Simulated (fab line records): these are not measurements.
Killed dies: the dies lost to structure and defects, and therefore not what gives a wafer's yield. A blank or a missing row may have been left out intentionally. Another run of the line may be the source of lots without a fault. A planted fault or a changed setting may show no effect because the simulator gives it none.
Struck lot and sound lot, side by side ; flow n5_finfet ; 17 out of 1938 route steps
Sound: the wafers L444.2, L444.3, L444.5. Wafers struck: L447.1, L447.3, L447.4. The cause is given at the end.
At each step with rows: each side's tool, then ch and its chambers, then its first start. Under that, the readings that differ: sound wafers ; struck wafers ; difference of the means ; sigmas: that difference in standard deviations of wafers without a fault.
alike: readings with means less than 2 such deviations apart, plus words and numbers identical on both sides. not compared: withheld readings, readings lacking a value on some wafer, bounds such as >300 that could conceal the same value, and numbers that have no deviation in the record and whose values overlap.
A row with sigmas, a row that says differs or no value, or rows on one side alone: a step with any of these is where the two part. When numbers do not overlap yet have no deviation, they are printed without sigmas and do not part them. A reading that every wafer of one side lacks parts them only if that side has two wafers or more.

first, 9 steps without rows for these wafers: N5_FIN_CUT_PEB_06 (peb time 60 s); N5_FIN_CUT_DEVELOP_07 (develop time 30 s); N5_FIN_CUT_DESCUM_13 (chemistry O2, time 7 s); N5_FIN_CUT_ETCH_30 (etches underlayer in N2/H2, target depth 13 nm, time 10.4 s); N5_FIN_CUT_ETCH_20 (etches SiARC in CF4, target depth 26 nm, time 43.3 s); N5_FIN_CUT_ETCH_21 (etches SOC in N2/H2, target depth 219 nm, overetch 43.8 nm, time 523.5 s); N5_FIN_CUT_STRIP_23 (strips in N2/H2); N5_FIN_CUT_STRIP_31 (strips in N2/H2); N5_FIN_CUT_STRIP_24 (strips in CF4).
N5_FIN_CUT_CUT_ETCH_26: etches SiNx in CH3F/O2, target depth 39 nm, time 55.7 s.
  sound on rie_diel-04 ch 1,2,3, day 4 04:49; struck on rie_diel-04 ch 0,1,2, day 5 01:10
  no value came back on the struck wafers for any of 7 readings (CH3F_flow_sccm (sccm), O2_flow_sccm (sccm) and others); on the sound wafers CH3F_flow_sccm (sccm) reads 29.99 29.93 30.04
reading;sound;struck;difference;sigmas
model.SOC_of_FIN_CUT_COAT_18.thk_nm (nm);211.2 211.6 211.8;230.2 229.4 229.8;+18.3;
  not compared: rf_hours_counter_h
then, 3 steps without rows for these wafers: N5_FIN_CUT_CUT_ETCH_27 (etches SiO2 in CHF3/O2, target depth 4 nm, overetch 2 nm, time 4.9 s); N5_FIN_CUT_PRECLEAN_35 (cleans in vHF, time 13.3 s); N5_FIN_CUT_CUT_ETCH_15 (etches Si in HBr/Cl2/O2, target depth 100 nm, bt time 10 s, time 42.4 s).
N5_FIN_CUT_CUT_ETCH_28: etches Si in HBr/Cl2/O2, target depth 6 nm, time 2.4 s.
  sound on rie_si-01 ch 0,2,3, day 4 05:04; struck on rie_si-01 ch 0,2,3, day 5 01:25
reading;sound;struck;difference;sigmas
model.SOC_of_FIN_CUT_COAT_18.thk_nm (nm);167.4 169 168.4;188 186 187.2;+19;
  alike: HBr_flow_sccm, O2_flow_sccm, drypump_motor_current_A, he_backside_leak_sccm, oes_product_au, throttle_valve_pct
  not compared: rf_hours_counter_h
then, 1 step without rows for these wafers: N5_FIN_CUT_STRIP_22 (strips in N2/H2).
N5_BEOL_M4_RC_MEAS_101:
  the record has rows for the sound wafers here (prober-02 ch 0, day 10 03:14) and none for the struck ones
-- here the record skips 10 days between the struck wafers' starts before and after, leaving off in module BEOL_M4 and picking up in module PASSIVATION (first step shown: number 1936 of the route) --
N5_PASSIVATION_PROBE_49:
  only the struck wafers here have rows in the record (prober-02, day 15 02:23); the sound ones have none

== WHERE THEY PART ==
Last at N5_PASSIVATION_PROBE_49 as far as this record goes, first at N5_FIN_CUT_CUT_ETCH_26.

WHY: the cause the simulator had injected
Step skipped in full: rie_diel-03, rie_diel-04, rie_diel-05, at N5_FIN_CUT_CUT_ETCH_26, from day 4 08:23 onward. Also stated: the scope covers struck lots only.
